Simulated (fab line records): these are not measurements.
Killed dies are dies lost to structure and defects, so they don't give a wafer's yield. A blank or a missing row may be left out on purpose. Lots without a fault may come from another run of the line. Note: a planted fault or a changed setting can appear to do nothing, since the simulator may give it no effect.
fab line records	flow nand-harc
record lots=14	wafers=42	last-day=34
route steps=1302 shown P_M1@299
lots with no fault: from the same line, run without faults
start-h: hours from the record's first day to the start of the lot's first wafer shown	wait-h: how many hours have passed since the lot's step before this one	" as in the row above	L1.1+2: a row that stands for several wafers	- value missing, or start not given	* or withheld: withheld	< > ~ a bound
route shown NAME@n: a module of which the file shows steps, and the number in the route of the first	usual: mean/standard deviation of fault-free wafers	same: alike in all rows	chamber/n: place in a boat	sites: readings site by site	_std_site: standard deviation of those values	_edge_site: inner sites' mean taken away from outer sites' mean	radius-mm: for every site, how far away it sits from the centre of the wafer	mask NAME#n: copy n	behind: the last tool/chamber to shape the wafer	hold: why the lot was held/for how many hours/how that ended	device: the transistor (n, p or np) that didn't switch	end of line: the tests these same wafers got at the end of their route	a step without rows: its recipe alone	killed: at the first sort, the dies lost to defects and structure; wafer yield is something else	map: a wafer's dies, x killed, . not, _ none there
set.NAME: the setting the step ran with; set.NAME@STEP: the setting that earlier step ran with	model.NAME: the simulator's own value behind a step, which no gauge read
route steps across a sampled set of lots; one table per step, one row per wafer
services: the hour from which a tool's chamber was out of use, counted from the record's first day as start-h (under 0 if before that day), plus the number of hours and why
## steps
# step NHARC_P_M1_ETCH_35
# recipe target-depth-a=400	overetch-a=120	time-s=43.94	ion-energy-ev=200	n2-flow-sccm=150	h2-flow-sccm=150	ar-flow-sccm=0	rf-w=400	bias-w=150	chemistry=N2/H2
# usual drypump-motor-current-A=6.0/0.43	oes-product-au=1.001/0.012	rf-vpp-V=429.8/2.3	showerhead-plenum-p-Torr=2.01/0.072	throttle-valve-pct=14.171/0.0099
lot.wafer	tool	chamber	start-h	wait-h	drypump-motor-current-A	oes-product-au	rf-hours-counter-h	rf-vpp-V	showerhead-plenum-p-Torr	throttle-valve-pct
L749.1	rie-diel-12	2	133.87	0.1	5.7	1.002	3	431.2	2.05	14.170
L749.4	"	1	"	"	6.4	0.991	4	434.0	2.17	14.172
L749.6	"	3	"	"	6.0	0.992	-	429.9	2.02	14.180
L750.3	rie-diel-03	0	136.42	0.1	5.7	1.022	9	437.5	2.22	14.182
L750.6	"	1	"	"	5.3	0.994	-	429.5	2.00	14.170
L750.5	"	0	"	"	5.7	1.027	-	434.8	2.22	14.177
L752.2	rie-diel-02	0	163.01	0.1	6.5	0.989	8	427.8	1.96	14.174
L752.3	"	3	"	"	5.4	0.992	8	430.8	2.04	14.162
L752.5	"	0	"	"	6.5	0.996	-	429.0	1.96	14.165
L754.1	rie-diel-03	3	177.94	0.1	6.3	0.997	8	432.7	2.13	14.173
L754.4	"	0	"	"	5.6	1.027	20	434.9	2.21	14.183
L754.2	"	1	"	"	5.2	0.993	24	427.8	2.00	14.179
L764.3	rie-diel-02	1	269.97	0.1	5.9	1.022	2	426.6	1.91	14.185
L764.2	"	3	"	"	5.4	0.993	3	429.7	2.04	14.170
L764.6	"	0	"	"	6.5	1.001	-	428.0	1.96	14.166
L763.4	rie-diel-02	2	271.09	0.1	5.7	1.005	3	430.1	2.01	14.167
L763.3	"	0	"	"	6.5	0.999	2	427.9	1.96	14.174
L763.6	"	2	"	"	5.7	0.999	-	428.7	2.01	14.176
L765.2	rie-diel-02	2	290.22	0.1	5.7	1.019	4	429.9	2.01	14.184
L765.1	"	3	"	"	5.4	1.000	4	431.9	2.04	14.179
L765.3	"	1	"	"	5.9	1.015	3	426.3	1.91	14.172
L766.3	rie-diel-02	2	297.29	0.1	5.7	1.021	4	429.5	2.01	14.183
L766.1	"	3	"	"	5.4	0.987	4	430.6	2.04	14.178
L766.2	"	0	"	"	6.5	0.998	3	427.8	1.96	14.194
L767.1	rie-diel-12	2	304.17	0.1	5.7	0.996	3	430.9	2.04	14.161
L767.2	"	3	"	"	6.0	0.981	3	431.6	2.01	14.183
L767.5	"	2	"	"	5.7	0.991	-	431.9	2.04	14.160
L768.1	rie-diel-02	1	314.85	0.1	5.9	1.004	5	427.2	1.91	14.170
L768.2	"	0	"	"	6.5	0.995	5	427.6	1.96	14.177
L768.5	"	2	"	"	5.7	1.020	-	430.9	2.01	14.174
L769.1	rie-diel-02	0	332.79	0.1	6.5	1.002	5	428.2	1.96	14.166
L769.3	"	1	"	"	5.9	1.029	5	424.9	1.91	14.167
L769.5	"	2	"	"	5.7	1.008	-	430.1	2.01	14.165
L770.3	rie-diel-02	2	333.98	0.1	5.7	1.006	6	430.8	2.01	14.163
L770.2	"	0	"	"	6.5	0.994	5	429.4	1.96	14.167
L770.1	"	1	"	"	5.9	1.014	5	427.9	1.91	14.164
L771.1	rie-diel-12	0	344.28	0.1	6.8	0.997	6	428.8	1.98	14.165
L771.4	"	1	"	"	6.4	0.989	8	434.2	2.16	14.155
L771.3	"	2	"	"	5.7	1.002	8	429.5	2.04	14.175
L772.2	rie-diel-12	2	363.35	0.1	5.7	0.990	9	432.9	2.04	14.155
L772.6	"	2	"	"	5.7	0.990	-	431.4	2.04	14.178
L772.5	"	3	"	"	6.0	1.005	-	429.5	2.01	14.161
# step NHARC_P_M1_ETCH_28
# recipe target-depth-a=300	over-etch-frac=0.3	time-s=72.99	ion-energy-ev=150	cf4-flow-sccm=50	n2-flow-sccm=100	ar-flow-sccm=150	rf-w=300	bias-w=100	chemistry=CF4/N2
# usual drypump-motor-current-A=6.0/0.46	oes-product-au=1.001/0.011	rf-vpp-V=313.7/1.7	showerhead-plenum-p-Torr=2.60/0.089	throttle-valve-pct=19.794/0.0082
lot.wafer	tool	chamber	start-h	wait-h	drypump-motor-current-A	oes-product-au	rf-hours-counter-h	rf-vpp-V	showerhead-plenum-p-Torr	throttle-valve-pct
L749.1	rie-diel-12	2	-	-	5.7	0.993	4	315.5	2.64	19.787
L749.4	"	1	"	"	6.4	0.985	4	316.7	2.78	19.779
L749.6	"	3	"	"	6.0	0.995	-	313.7	2.60	19.799
L750.3	rie-diel-02	0	-	-	6.6	0.989	6	311.1	2.53	19.786
L750.5	"	1	"	"	5.9	1.003	-	310.7	2.47	19.797
L750.6	"	2	"	"	5.7	1.013	-	314.9	2.60	19.788
L752.2	rie-diel-12	3	-	-	6.0	0.991	5	313.9	2.60	19.781
L752.3	"	2	"	"	5.7	0.999	6	316.6	2.63	19.797
L752.5	"	0	"	"	6.8	0.985	-	312.8	2.56	19.793
L754.1	rie-diel-02	3	-	-	5.4	1.016	9	314.2	2.63	19.784
L754.4	"	0	"	"	6.6	0.997	9	313.3	2.53	19.813
L754.2	"	1	"	"	5.9	1.014	8	311.8	2.47	19.797
L764.3	rie-diel-02	3	-	-	5.4	0.997	3	315.3	2.63	19.800
L764.2	"	2	"	"	5.7	1.007	3	314.2	2.60	19.784
L764.6	"	3	"	"	5.4	0.997	-	314.9	2.63	19.806
L763.3	rie-diel-02	2	-	-	5.7	1.007	3	312.8	2.60	19.784
L763.4	"	0	"	"	6.5	1.004	2	312.9	2.53	19.803
L763.6	"	1	"	"	5.9	1.005	-	310.7	2.47	19.790
L765.2	rie-diel-02	1	-	-	5.9	1.011	3	312.8	2.47	19.792
L765.1	"	2	"	"	5.7	1.014	4	312.4	2.60	19.798
L765.3	"	0	"	"	6.5	0.990	3	313.3	2.53	19.792
L766.1	rie-diel-12	3	-	-	5.9	0.982	3	313.4	2.60	19.788
L766.3	"	0	"	"	6.8	0.993	3	313.2	2.55	19.795
L766.2	"	1	"	"	6.4	0.996	3	315.8	2.77	19.790
L767.1	rie-diel-02	0	-	-	6.5	1.000	4	312.3	2.53	19.789
L767.2	"	2	"	"	5.7	1.003	4	314.3	2.60	19.782
L767.5	"	1	"	"	5.9	1.019	-	310.3	2.47	19.804
L768.1	rie-diel-02	2	-	-	5.7	1.016	6	314.7	2.59	19.814
L768.2	"	3	"	"	5.4	1.000	6	316.4	2.63	19.788
L768.5	"	2	"	"	5.7	1.012	-	314.8	2.59	19.795
L769.1	rie-diel-12	1	-	-	6.4	0.994	6	316.3	2.77	19.787
L769.3	"	0	"	"	6.8	0.994	5	313.2	2.55	19.800
L769.5	"	2	"	"	5.7	0.992	-	313.8	2.63	19.793
L770.2	rie-diel-12	0	-	-	6.8	0.987	5	310.6	2.55	19.802
L770.3	"	1	"	"	6.4	0.996	6	315.2	2.77	19.797
L770.1	"	3	"	"	6.0	0.978	5	313.1	2.59	19.788
L771.4	rie-diel-12	0	-	-	6.8	0.989	7	314.5	2.55	19.779
L771.1	"	2	"	"	5.7	0.978	8	312.0	2.63	19.799
L771.3	"	3	"	"	5.9	0.973	7	313.1	2.59	19.797
L772.2	rie-diel-02	2	-	-	5.7	0.991	8	312.1	2.59	19.804
L772.5	"	3	"	"	5.4	0.987	-	314.2	2.63	19.803
L772.6	"	0	"	"	6.6	0.998	-	313.4	2.53	19.799
# step NHARC_P_M1_PVD_20
# recipe target-thk-a=50	bias-v=168.6	power-w=15000	chamber-pressure-pa=0.12	time-s=8.06	substrate-temp-c=50	material=TaN
# usual throttle-valve-pct=30.4/0.97
lot.wafer	tool	chamber	start-h	wait-h	throttle-valve-pct
L749.1	pvd-sputter-01	-	-	-	30.3
L749.4	"	-	"	"	30.2
L749.6	"	-	"	"	31.2
L750.3	pvd-sputter-01	-	-	-	30.3
L750.5	"	-	"	"	29.9
L750.6	"	-	"	"	30.4
L752.2	pvd-sputter-02	-	-	-	31.9
L752.3	"	-	"	"	29.2
L752.5	"	-	"	"	30.9
L754.2	pvd-sputter-02	-	-	-	30.7
L754.1	"	-	"	"	31.7
L754.4	"	-	"	"	29.1
L764.2	pvd-sputter-03	-	-	-	31.3
L764.3	"	-	"	"	29.3
L764.6	"	-	"	"	31.3
L763.4	pvd-sputter-01	-	-	-	30.6
L763.3	"	-	"	"	29.5
L763.6	"	-	"	"	30.9
L765.1	pvd-sputter-03	-	-	-	31.3
L765.2	"	-	"	"	31.2
L765.3	"	-	"	"	30.6
L766.3	pvd-sputter-03	-	-	-	29.2
L766.1	"	-	"	"	31.4
L766.2	"	-	"	"	30.7
L767.1	pvd-sputter-03	-	-	-	29.4
L767.2	"	-	"	"	31.3
L767.5	"	-	"	"	31.1
L768.1	pvd-sputter-02	-	-	-	30.9
L768.2	"	-	"	"	31.1
L768.5	"	-	"	"	29.0
L769.3	pvd-sputter-01	-	-	-	29.6
L769.1	"	-	"	"	29.0
L769.5	"	-	"	"	31.1
L770.3	pvd-sputter-03	-	-	-	30.9
L770.1	"	-	"	"	29.1
L770.2	"	-	"	"	31.0
L771.4	pvd-sputter-01	-	-	-	29.1
L771.1	"	-	"	"	30.7
L771.3	"	-	"	"	29.4
L772.2	pvd-sputter-03	-	-	-	29.1
L772.6	"	-	"	"	29.1
L772.5	"	-	"	"	31.4
# step NHARC_P_M1_DEP_33
# recipe target-thk-a=300	temp-c=370	target-thk-nm=30	pressure-torr=3	flow-sccm=200	rf-w=450	material=SiCN
# usual chamber-pressure-Torr=3.000/0.0071	heater-power-outer-w=331/49	heater-power-w=577/69	showerhead-vpp-V=1298/56
lot.wafer	tool	chamber	start-h	wait-h	chamber-pressure-Torr	heater-power-outer-w	heater-power-w	showerhead-vpp-V
L749.1	pecvd-03	1	136.59	0.1	3.001	337	580	1290
L749.6	"	2	"	"	2.994	323	534	1388
L749.4	"	0	"	"	3.002	373	655	1250
L750.3	pecvd-04	1	139.11	0.1	3.013	322	538	1307
L750.6	"	1	"	"	3.008	320	536	1305
L750.5	"	2	"	"	3.004	255	492	1334
L752.2	pecvd-04	1	165.66	0.1	-	-	-	-
L752.3	"	0	"	"	-	-	-	-
L752.5	"	1	"	"	-	-	-	-
L754.1	pecvd-01	0	180.65	0.1	-	-	-	-
L754.2	"	2	"	"	-	-	-	-
L754.4	"	0	"	"	-	-	-	-
L764.3	pecvd-01	2	272.59	0.1	2.999	322	564	1195
L764.2	"	0	"	"	2.992	385	623	1345
L764.6	"	0	"	"	2.988	379	610	1346
L763.3	pecvd-01	1	273.73	0.1	3.000	335	602	1352
L763.6	"	2	"	"	2.996	267	478	1196
L763.4	"	0	"	"	2.986	418	679	1340
L765.2	pecvd-03	2	292.88	0.1	2.995	371	615	1373
L765.3	"	0	"	"	2.989	325	607	1254
L765.1	"	1	"	"	2.998	287	519	1287
L766.2	pecvd-03	2	300.00	0.1	3.003	350	584	1382
L766.3	"	0	"	"	3.009	379	658	1234
L766.1	"	1	"	"	2.996	317	574	1286
L767.1	pecvd-03	1	306.86	0.1	2.996	279	530	1288
L767.2	"	2	"	"	2.998	340	569	1366
L767.5	"	0	"	"	2.990	287	567	1244
L768.1	pecvd-04	1	317.52	0.1	2.999	301	509	1282
L768.2	"	2	"	"	2.999	331	576	1334
L768.5	"	2	"	"	3.008	325	565	1337
L769.1	pecvd-04	1	335.45	0.1	3.008	272	472	1263
L769.3	"	2	"	"	3.009	345	611	1342
L769.5	"	0	"	"	2.999	420	715	1251
L770.3	pecvd-03	0	336.62	0.1	2.995	301	562	1244
L770.1	"	1	"	"	3.007	264	488	1284
L770.2	"	2	"	"	2.997	355	582	1388
L771.3	pecvd-01	1	346.90	0.1	2.993	274	502	1374
L771.1	"	0	"	"	2.999	346	593	1320
L771.4	"	2	"	"	3.006	261	476	1205
L772.2	pecvd-03	2	365.97	0.1	2.999	312	527	1379
L772.5	"	2	"	"	3.000	306	535	1412
L772.6	"	0	"	"	2.998	346	637	1223
## services
tool	chamber	start-h	hours	kind
pecvd-01	-	130.00	13.0	pm
pvd-sputter-01	-	132.29	1.2	repair
pvd-sputter-03	-	141.66	11.8	repair
rie-diel-12	3	142.72	8.9	repair
pecvd-04	0	151.75	6.0	repair
pecvd-01	1	159.98	32.9	repair
pvd-sputter-01	-	166.44	7.9	repair
pvd-sputter-03	-	170.00	10.0	pm
pecvd-03	-	185.00	13.0	pm
pvd-sputter-02	-	195.39	2.0	repair
pecvd-01	1	201.88	6.4	repair
rie-diel-02	3	202.02	6.1	repair
rie-diel-02	-	216.70	9.0	pm
pvd-sputter-02	-	217.84	1.8	repair
pvd-sputter-02	-	220.78	1.4	repair
pvd-sputter-01	-	226.04	10.0	pm
pvd-sputter-03	-	250.41	9.1	repair
pecvd-01	-	255.51	1.1	repair
rie-diel-12	-	268.74	9.0	pm
pecvd-04	-	269.00	13.0	pm
pecvd-01	-	311.00	13.0	pm
rie-diel-12	0	337.64	2.7	repair
pvd-sputter-03	-	348.00	10.0	pm
pecvd-01	0	362.57	9.0	repair
## key
first-sign step=NHARC_P_M1_DEP_33	reading=tool-record	direction=missing
effect none on later readings
met-at NHARC_P_M1_DEP_33
struck-lots L752,L754
sort-left-out L752.2,L752.3,L752.5,L754.1,L754.2,L754.4
not-acting-at NHARC_P_M1_ETCH_35,NHARC_P_M1_ETCH_28,NHARC_P_M1_PVD_20
onset-between 139.11 165.66
fault kind=skipped-step-whole	tool=pecvd-01,pecvd-04	chamber=-	onset-h=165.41	steps=NHARC_P_M1_DEP_33	scope=struck-lots-only
# sort-left-out: the simulated sort isn't trusted on such a fault, so these wafers' sort isn't shown, and their yield isn't known
